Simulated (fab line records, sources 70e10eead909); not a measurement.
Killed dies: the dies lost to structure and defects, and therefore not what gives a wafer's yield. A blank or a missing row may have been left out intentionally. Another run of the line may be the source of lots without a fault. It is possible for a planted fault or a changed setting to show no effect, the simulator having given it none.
Problem report in the 8D (eight disciplines) form, filled by code | flow nandHarc | the parts of the form that need people (team, actions taken, sign-off) are left out

1. WHAT WENT WRONG
Wafers without a fault read 1003 nm, standard deviation 12; thkNm at NHARC_A_ONON_D1_THK_MEAS_21 reads a mean of 618 nm on 2 wafers belonging to 2 lots. Relative to the usual mean, that is a shift of -32 standard deviations.
The step: measures by ellipsometry.
First seen on wafer L390.4, day 14 22:34, on filmMetro-02. The record holds 42 wafers of 14 lots with a number at this step. The rule behind "out" and "out of limits": a value lying over 4 standard deviations away from the usual mean. All remaining wafers that have a number are taken as sound.

2. WHAT IT IS, WHAT IT ISN'T
question                    | is                | is not
which readings at this step | thkNm             | -
which lots                  | L390, L391        | L374, L375, L377, L378, L379, L380, L382, L383, L385, L386, L387, L389
which wafers of those lots  | L390.4, L391.3    | L390.1, L390.6, L391.2, L391.6
read on which gauges        | filmMetro-02      | filmMetro-01
when                        | from day 14 22:34 | up to then (38 sound wafers); but 2 sound wafers of L391 came after

3. THE SUSPECTS, EACH WITH WHAT RULES IT OUT
Counting: if a tool at a process step up to the reading ran every lot that is out, it stays a suspect. Sound lots after the first of them don't rule it out here, since some wafers of a struck lot are sound.
- the gauge at NHARC_A_ONON_D1_THK_MEAS_21 has been ruled out. All the wafers that are out were read on filmMetro-02, but those of them that NHARC_END_SORT_01 has rows for are out there too, on other tools.
- pecvdOnon-03 at NHARC_A_ONON_D1_DEP_19 (target thk 1000 nm): kept. Ran every lot that is out, first one L390 (day 14 22:03); last sound lot up to then L386 (day 13 01:25).
Remaining after the count: pecvdOnon-03 at NHARC_A_ONON_D1_DEP_19.

4. THE CAUSE (what the simulator had put in)
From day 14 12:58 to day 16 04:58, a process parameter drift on pecvdOnon-03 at NHARC_A_ONON_D1_DEP_19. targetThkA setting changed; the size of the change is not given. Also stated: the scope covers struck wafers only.
This tool alone remained once counting was done.

5. THE EFFECT CHAIN, in route order
Each row: a reading where the mean over the struck wafers with a number is more than 3 standard deviations away from the usual. Scope: only readings with a usual standard deviation given in the record; hours: median across lots of the time from each lot's start at the first step in this table that gives one to its start at this step; sigmas: change in usual standard deviations.
hours | step                        | reading       | usual   | on struck wafers | change | sigmas
0     | NHARC_A_ONON_D1_THK_MEAS_21 | thkNm         | 1003 nm | 618              | -385   | -32
392   | NHARC_END_SORT_01           | killedAtArray | 59      | 671              | +612   | +31
392   | NHARC_END_SORT_01           | killedDies    | 63      | 677              | +614   | +31

6. HOW IT WOULD HAVE BEEN CAUGHT EARLIER
10 hours passed between the start of the fault at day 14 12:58 and the first reading out of limits at a measuring or inspecting step in this record, taken at day 14 22:34.
L391, from the lots that are out (2), started NHARC_A_ONON_D1_DEP_19 on pecvdOnon-03 later than day 14 22:34. Had the tool been put on hold then, it would have been spared.
